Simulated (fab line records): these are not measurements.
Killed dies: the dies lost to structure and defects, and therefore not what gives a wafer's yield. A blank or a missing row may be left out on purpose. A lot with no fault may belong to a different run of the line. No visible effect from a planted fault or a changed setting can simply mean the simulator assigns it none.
fab line records	flow n5_finfet	part 2 of 2: steps 5 to 6 of 6
record lots=18	wafers=54	last_day=17
route steps=1938 shown GATE_CUT@490 MOL_CONTACT_COAG@530
lots with no fault: from the same line, run without faults
start_h: the number of hours between the record's first day and the start of the first shown wafer of the lot	wait_h: hours from the lot's prior step to this one	" as in the row above	L1.1+2: a row that stands for several wafers	- value missing, or start not given	* or withheld: withheld	< > ~ a bound
route shown NAME@n: a module of which the file shows steps, and the number in the route of the first	usual: mean and standard deviation over wafers with no fault	same: alike in all rows	chamber/n: place in a boat	sites: per-site readings	_std_site: how widely they spread, as a standard deviation	_edge_site: inner sites' mean taken away from outer sites' mean	radius_mm: for every site, how far away it sits from the centre of the wafer	mask NAME#n: copy n	behind: tool/chamber where the wafer was last shaped	hold: why the lot went on hold/how many hours it stayed there/how the hold came to an end	device: the n, p or np transistor that did not switch	end of line: the route-end tests of the same wafers	a step without rows: its recipe alone	killed: not the wafer's yield, but the dies lost to structure and defects at the first sort	map: the dies of a wafer, with x for killed, . for not killed, _ for no die there
set.NAME: the setting as run; set.NAME@STEP: as run at that earlier step	model.NAME: the simulator's own value behind a step, which no gauge read
a sample of lots followed through the steps of the route, with each step as a table and each wafer as a row
services: a tool's chamber out of use, with start hour (start_h, from the record's first day; less than 0 if before it), hours out, and reason
## steps
# step N5_MOL_CONTACT_COAG_ETCH_59
# recipe chemistry=N2/H2	target=underlayer	target_depth_a=130	mask_material=CAR-EUV	time_s=10.4	ion_energy_ev=200	pressure_mtorr=30	source_w=840	bias_w=150	n2_flow_sccm=200	h2_flow_sccm=200	ends=cleared
# usual drypump_motor_current_A=5.9/0.4	etch_rf_on_time_s=10.43/0.19	h2_flow_sccm=200.0/0.6	oes_product_au=0.68/0.075	rf_vpp_V=523.8/2.3	showerhead_plenum_p_Torr=2.54/0.084	throttle_valve_pct=17.81/0.22
lot.wafer	tool	chamber	start_h	wait_h	drypump_motor_current_A	etch_rf_on_time_s	h2_flow_sccm	oes_product_au	rf_hours_counter_h	rf_vpp_V	showerhead_plenum_p_Torr	throttle_valve_pct
L074.2	rie_diel-04	2	87.50	0.0	6.1	10.34	199.7	0.64	190	523.8	2.53	17.98
L074.3	"	0	"	"	5.8	10.42	200.6	0.60	230	520.1	2.40	17.87
L074.6	"	0	"	"	5.8	10.41	200.3	0.60	-	520.9	2.40	17.88
L075.1	rie_diel-03	0	93.98	0.0	6.0	10.66	199.7	0.65	94	521.1	2.46	17.66
L075.4	"	2	"	"	5.7	10.11	199.2	0.70	96	524.9	2.58	17.75
L075.6	"	1	"	"	6.6	10.67	200.5	0.63	-	524.5	2.51	18.01
L076.1	rie_diel-02	0	100.79	0.0	6.4	10.17	201.2	0.77	49	522.0	2.47	17.72
L076.3	"	1	"	"	6.0	10.40	199.7	0.61	182	525.1	2.52	17.67
L076.5	"	1	"	"	6.1	10.39	199.7	0.61	-	522.4	2.53	17.67
L078.2	rie_diel-03	3	115.37	0.0	5.9	10.54	200.1	0.63	160	519.7	2.42	18.02
L078.3	"	1	"	"	6.6	10.53	200.4	0.62	202	522.8	2.51	18.01
L078.6	"	3	"	"	5.9	10.48	199.9	0.63	-	519.5	2.42	18.00
L079.1	rie_diel-02	3	116.80	0.0	5.5	10.76	200.6	0.56	246	526.0	2.61	18.24
L079.4	"	2	"	"	5.9	10.77	201.0	0.64	145	526.4	2.65	17.85
L079.6	"	0	"	"	6.4	10.31	200.3	0.75	-	521.5	2.47	17.71
L081.1	rie_diel-03	2	129.69	0.0	5.7	10.21	200.8	0.68	110	524.1	2.57	17.77
L081.4	"	3	"	"	5.9	10.60	200.3	0.62	164	520.5	2.42	18.00
L081.5	"	3	"	"	5.9	10.71	199.9	0.62	-	520.8	2.42	18.00
L082.1	rie_diel-04	3	135.96	0.0	5.1	10.21	199.5	0.80	12	525.7	2.61	18.00
L082.2	"	2	"	"	6.1	10.38	200.0	0.62	207	521.5	2.52	18.02
L082.5	"	2	"	"	6.2	10.40	200.9	0.62	-	522.2	2.52	18.00
L083.3	rie_diel-04	3	141.50	0.0	5.1	10.23	199.3	0.79	14	525.8	2.61	18.02
L083.4	"	1	"	"	6.3	10.53	200.1	0.71	71	521.4	2.47	17.36
L083.6	"	1	"	"	6.3	10.41	199.5	0.72	-	521.9	2.47	17.40
L084.2	rie_diel-02	0	145.55	0.0	6.4	10.39	200.6	0.73	66	520.8	2.46	17.73
L084.3	"	2	"	"	5.9	10.86	199.8	0.62	156	526.7	2.64	17.87
L084.5	"	0	"	"	6.3	10.42	201.3	0.74	-	522.3	2.46	17.73
L085.3	rie_diel-03	3	154.74	0.0	5.9	10.43	201.1	0.62	173	521.0	2.41	18.04
L085.4	"	1	"	"	6.6	10.54	200.0	0.61	216	523.4	2.50	18.05
L085.5	"	0	"	"	6.1	10.46	199.2	0.64	-	522.6	2.45	17.72
L086.3	rie_diel-04	3	164.95	0.0	5.1	10.28	200.3	0.77	26	525.1	2.61	18.05
L086.5	"	2	"	"	6.2	10.39	199.5	0.61	-	523.1	2.52	18.03
L086.6	"	3	"	"	5.1	10.25	199.4	0.78	-	526.7	2.61	18.03
L088.1	rie_diel-04	2	170.43	0.0	6.1	10.36	200.4	0.62	221	524.4	2.52	18.05
L088.2	"	1	"	"	6.3	10.42	199.8	0.71	83	521.2	2.46	17.40
L088.4	"	3	"	"	5.1	10.22	199.5	0.77	28	525.0	2.61	18.03
L089.3	rie_diel-03	2	176.04	0.0	5.7	10.18	199.7	0.67	128	523.0	2.56	17.80
L089.5	"	1	"	"	6.6	10.72	199.5	0.60	-	522.8	2.50	18.07
L089.6	"	2	"	"	5.7	10.15	200.1	0.67	-	526.7	2.56	17.78
L090.1	rie_diel-04	2	181.92	0.0	6.1	10.49	199.7	0.60	225	523.5	2.52	18.05
L090.5	"	0	"	"	5.7	10.31	199.8	0.81	-	527.7	2.71	17.47
L090.6	"	1	"	"	6.3	10.45	198.7	0.70	-	522.3	2.46	17.41
L093.1	rie_diel-02	0	198.51	0.0	6.4	10.32	199.5	0.72	85	522.5	2.45	17.77
L093.3	"	2	"	"	5.9	10.77	201.3	0.62	174	526.8	2.64	17.89
L093.5	"	1	"	"	6.1	10.46	199.8	0.59	-	523.7	2.51	17.73
L094.1	rie_diel-04	2	211.39	0.0	6.1	10.51	200.6	0.61	234	523.4	2.51	18.07
L094.3	"	1	"	"	6.3	10.55	200.4	0.69	96	522.0	2.46	17.44
L094.4	"	0	"	"	5.8	10.26	200.5	0.78	18	528.6	2.71	17.48
L095.3	rie_diel-04	2	213.16	0.0	6.1	10.47	200.7	0.61	235	523.3	2.51	18.08
L095.4	"	3	"	"	5.1	10.38	199.9	0.75	42	525.3	2.60	18.07
L095.6	"	3	"	"	5.1	10.38	199.2	0.74	-	526.0	2.60	18.06
L097.3	rie_diel-02	3	226.66	0.0	5.5	10.56	199.9	0.75	-	525.3	2.60	17.85
L097.5	"	1	"	"	6.0	10.46	200.0	0.58	-	522.6	2.50	17.75
L097.6	"	3	"	"	5.5	10.57	199.8	0.74	-	524.5	2.60	17.86
# step N5_MOL_CONTACT_COAG_TI_SIL_19
# recipe material=Ti	target_thk_a=42	temp_c=200	chamber_pressure_pa=5	power_w=5000	time_s=15
# usual susceptor_temp_C=199.96/0.16	throttle_valve_pct=29.9/1
lot.wafer	tool	chamber	start_h	wait_h	susceptor_temp_C	throttle_valve_pct
L074.2	pvd_sputter-03	-	89.13	0.3	200.24	30.4
L074.3	"	-	"	"	200.18	29.8
L074.6	"	-	"	"	200.18	30.9
L075.1	pvd_sputter-02	-	95.88	0.3	199.76	30.8
L075.4	"	-	"	"	199.72	29.2
L075.6	"	-	"	"	199.69	27.0
L076.1	pvd_sputter-03	-	102.59	0.2	199.87	29.7
L076.3	"	-	"	"	200.06	30.6
L076.5	"	-	"	"	199.84	30.4
L078.2	pvd_sputter-01	-	116.49	0.3	199.86	29.2
L078.3	"	-	"	"	199.96	28.7
L078.6	"	-	"	"	199.78	30.1
L079.1	pvd_sputter-01	-	117.81	0.3	200.01	30.4
L079.4	"	-	"	"	199.96	28.7
L079.6	"	-	"	"	200.08	29.5
L081.1	pvd_sputter-03	-	131.35	0.5	200.24	31.2
L081.4	"	-	"	"	199.90	29.8
L081.5	"	-	"	"	200.20	31.3
L082.1	pvd_sputter-03	-	137.64	0.6	200.12	31.2
L082.2	"	-	"	"	200.13	30.4
L082.5	"	-	"	"	199.52	30.0
L083.3	pvd_sputter-01	-	142.84	0.3	199.82	29.3
L083.4	"	-	"	"	200.05	29.7
L083.6	"	-	"	"	200.10	29.4
L084.2	pvd_sputter-02	-	146.88	0.2	200.03	30.8
L084.3	"	-	"	"	199.96	27.2
L084.5	"	-	"	"	200.10	30.7
L085.3	pvd_sputter-03	-	155.81	0.3	199.59	31.4
L085.4	"	-	"	"	199.83	31.3
L085.5	"	-	"	"	199.64	30.4
L086.3	pvd_sputter-01	-	167.66	0.2	200.03	28.9
L086.5	"	-	"	"	199.98	28.6
L086.6	"	-	"	"	199.87	29.1
L088.1	pvd_sputter-01	-	172.57	1.2	200.10	29.8
L088.2	"	-	"	"	199.79	29.3
L088.4	"	-	"	"	200.04	30.2
L089.3	pvd_sputter-01	-	178.55	0.5	200.46	30.1
L089.5	"	-	"	"	199.94	29.0
L089.6	"	-	"	"	199.94	29.5
L090.1	pvd_sputter-03	-	182.73	0.2	199.73	30.6
L090.5	"	-	"	"	200.09	31.0
L090.6	"	-	"	"	199.90	31.4
L093.1	pvd_sputter-01	-	199.65	0.5	199.61	30.2
L093.3	"	-	"	"	199.98	28.9
L093.5	"	-	"	"	200.12	29.4
L094.1	pvd_sputter-01	-	212.25	0.2	200.10	28.9
L094.3	"	-	"	"	200.15	29.5
L094.4	"	-	"	"	199.88	29.5
L095.3	pvd_sputter-02	-	214.19	0.2	200.08	27.5
L095.4	"	-	"	"	200.13	30.8
L095.6	"	-	"	"	199.99	29.0
L097.3	pvd_sputter-01	-	227.80	0.2	199.68	28.7
L097.5	"	-	"	"	199.88	29.9
L097.6	"	-	"	"	199.93	29.2
## services
tool	chamber	start_h	hours	kind
cmp-01	-	66.55	3.6	pm
rie_diel-06	-	69.31	0.9	repair
rie_diel-06	0	78.52	2.4	repair
cmp-03	-	79.85	0.5	repair
cmp-04	-	92.92	0.9	repair
rie_diel-04	3	99.28	11.7	repair
cmp-01	-	111.18	0.7	repair
rie_metal-03	-	111.68	0.3	repair
rie_metal-02	-	114.20	0.8	repair
cmp-03	-	114.62	3.7	pm
cmp-04	-	116.48	6.4	pm
cmp-04	-	131.09	4.0	pm
rie_diel-06	0	131.10	4.3	repair
cmp-01	-	137.84	0.5	repair
cmp-01	-	147.57	0.8	repair
cmp-01	-	159.52	0.5	repair
rie_diel-01	-	163.38	1.2	repair
rie_metal-03	-	166.31	0.1	repair
cmp-01	-	169.69	2.6	repair
rie_diel-02	1	186.80	2.4	repair
cmp-01	-	194.05	1.3	repair
cmp-01	-	198.37	4.0	pm
rie_metal-02	0	204.68	21.3	repair
rie_diel-02	0	218.61	13.5	repair
